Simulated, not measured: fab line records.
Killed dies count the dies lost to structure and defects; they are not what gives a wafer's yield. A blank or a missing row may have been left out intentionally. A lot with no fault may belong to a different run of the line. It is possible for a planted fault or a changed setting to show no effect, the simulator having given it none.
One fault through the eyes of 3 desks || flow n5 finfet || numbers are kept per desk, each desk with only its own; the story behind them comes last

== FOR THE TOOL OWNER'S DESK: litho track-04 ==
The tool's own readings at N5_BEOL_M14_COAT_65 (time 60 s, resist thk 450 nm): means of the sampled wafers that have a number, for each lot that ran on this tool. Marked OUT: a lot whose mean sits more than 4 standard deviations from the usual mean, which makes it out of limits; the brackets give that distance.
Columns: A = heater power total W at N5_BEOL_M14_COAT_65, usual 500.5 W; B = plate temp C at N5_BEOL_M14_COAT_65, usual 249.97 C; C = resist line temp C at N5_BEOL_M14_COAT_65, usual 23.01 C
{"lot": "L412", "first seen here": "day 11 18:57", "A": 500.6, "B": 249.83, "C": 23.06}
{"lot": "L425", "first seen here": "day 14 17:47", "A": "486.2 (-7.9) OUT", "B": "244.10 (-33) OUT", "C": 22.99}
{"lot": "L427", "first seen here": "day 15 03:10", "A": "486.6 (-7.7) OUT", "B": "244.59 (-30) OUT", "C": 23.09}
This desk finds L425, L427 out of limits, L425 being first, at day 14 17:47 (heater power total W at N5_BEOL_M14_COAT_65). L412: within limits.

== AT THE METROLOGY DESK ==
Means of the sampled wafers that have a number, per lot and without regard to the tool the lot ran on: this is what the gauges read. Marked OUT: a lot whose mean sits more than 4 standard deviations from the usual mean, which makes it out of limits; the brackets give that distance.
Columns: A = cd nm at N5_BEOL_M14_CD_MEAS_10, usual 250.1 nm; B = V13_OVL at N5_BEOL_M14_OVL_MEAS_11, usual -1 nm; C = cd nm at N5_BEOL_M14_CD_MEAS_17, usual 250.9 nm
{"lot": "L412", "first seen here": "day 11 17:53", "A": 253.1, "B": 6, "C": 253.6}
{"lot": "L422", "first seen here": "day 13 18:42", "A": 250.8, "B": -11, "C": 251.6}
{"lot": "L423", "first seen here": "day 14 12:25", "A": 249.2, "B": 1, "C": 248.9}
{"lot": "L425", "first seen here": "day 14 17:13", "A": 248.8, "B": -4, "C": 249.2}
{"lot": "L427", "first seen here": "day 15 02:34", "A": 251.8, "B": -8, "C": 251.8}
{"lot": "L434", "first seen here": "day 16 19:10", "A": 253.6, "B": 3, "C": 253.4}
This desk's finding: nothing out of limits on any of the 6 lots.

== THE DEFECT DESK ==
For each lot, the counts of the inspections along the route, averaged over the sampled wafers that have a number. Marked OUT: a lot whose mean sits more than 4 standard deviations from the usual mean, which makes it out of limits; the brackets give that distance.
Columns: A = raw defect count at N5_BEOL_M14_INSPECT_12, usual 2.2
{"lot": "L412", "first seen here": "day 11 17:56", "A": 2.0}
{"lot": "L422", "first seen here": "day 13 18:45", "A": 1.0}
{"lot": "L423", "first seen here": "day 14 12:29", "A": 2.0}
{"lot": "L425", "first seen here": "day 14 17:17", "A": 3.3}
{"lot": "L427", "first seen here": "day 15 02:39", "A": 4.0}
{"lot": "L434", "first seen here": "day 16 19:13", "A": 3.3}
This desk's finding: nothing out of limits on any of the 6 lots.

== ALL TOGETHER ==
At day 14 17:47, on L425, L427, the tool owner's desk was in a position to raise an alarm.
From the metrology desk's view, nothing was out of limits.
The defect desk saw nothing out of limits.
The metrology desk has L425, L427 on record, within its limits.
The defect desk has L425, L427 on record, within its limits.
Every lot named ran N5_BEOL_M14_COAT_65 on litho track-04.

== WHAT THE SIMULATOR HAD PUT IN ==
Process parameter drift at N5_BEOL_M14_COAT_65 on litho track-04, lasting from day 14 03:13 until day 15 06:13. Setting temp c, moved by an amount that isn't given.
Struck lots among those shown: L425, L427.
How many hours passed from the start of the fault until each desk's first out-of-limits reading: the tool owner's desk, 15.
